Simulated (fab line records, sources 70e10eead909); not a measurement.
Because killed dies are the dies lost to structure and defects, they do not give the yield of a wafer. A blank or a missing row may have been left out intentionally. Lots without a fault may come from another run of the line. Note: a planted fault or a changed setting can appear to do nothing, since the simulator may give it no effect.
Comparing a struck lot with a sound one	flow nand-harc	13 out of 1302 route steps
Sound: these wafers, L613.1, L613.4, L613.6. Wafers L617.1, L617.4, L617.6 were the ones struck. At the end, the cause is stated.
For every step that has rows: the tool of each side, followed by ch and its chambers, followed by its first start. Under that, the readings that differ: sound wafers	struck wafers	difference of the means	sigmas: that difference in standard deviations of wafers without a fault.
alike: a reading whose means differ by less than 2 such deviations, as well as words and numbers matching on both sides. not compared: withheld readings; readings where some wafer has no value; bounds like >300 that might hide an equal value; numbers whose values overlap and for which the record gives no deviation.
Wherever a step has rows on one side only, a row that says differs or no value, or a row with sigmas, the two part there. When numbers do not overlap yet have no deviation, they are printed without sigmas and do not part them. A reading missing from all wafers of one side parts the sides only when that side holds two or more wafers.

NHARC_P_CONTACT_DEP_00: deposits SiO2, target thk 500 nm.
  sound on pecvd-02 ch 0,1,2; struck on pecvd-01 ch 0,1
  alike: heater-power-outer-w, heater-power-w, susceptor-temp-C, throttle-valve-pct
NHARC_P_CONTACT_CMP_01: polishes SiO2, target thk 200 nm.
  sound on cmp-03 ch 1,2,3, day 6 20:14; struck on cmp-04 ch 1,2, day 8 17:05
  alike: motor-current-A
then, 9 steps without rows for these wafers: NHARC_P_CONTACT_SRD_03; NHARC_P_CONTACT_DEHYDRATE_04 (time 120 s); NHARC_P_CONTACT_HMDS_05 (time 30 s); NHARC_P_CONTACT_COAT_33 (time 75 s); NHARC_P_CONTACT_COAT_34 (time 65 s); NHARC_P_CONTACT_COAT_06 (resist thk 90 nm); NHARC_P_CONTACT_SOFTBAKE_07 (time 55 s); NHARC_P_CONTACT_EBR_08; NHARC_P_CONTACT_EXPOSE_09 (exposes mask P CA, target cd 90 nm).
NHARC_P_CONTACT_PEB_10: peb time 65 s.
  sound on litho-track-04 ch 0, day 6 20:59; struck on litho-track-04 ch 0, day 8 17:43
reading	sound	struck	difference	sigmas
heater-power-total-W (W)	157.0 157.0 157.1	149.6 149.8 149.1	-7.5	-18
plate-temp-C (C)	99.97 100.10 100.19	96.74 96.42 96.71	-3.46	-27
then, 1 step without rows for these wafers: NHARC_P_CONTACT_DEVELOP_11 (develop time 35 s).

== WHERE THEY PART ==
Only at NHARC_P_CONTACT_PEB_10, as far as this record shows.

WHY: what had been put in by the simulator
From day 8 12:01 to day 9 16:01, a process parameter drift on litho-track-04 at NHARC_P_CONTACT_PEB_10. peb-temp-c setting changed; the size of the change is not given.
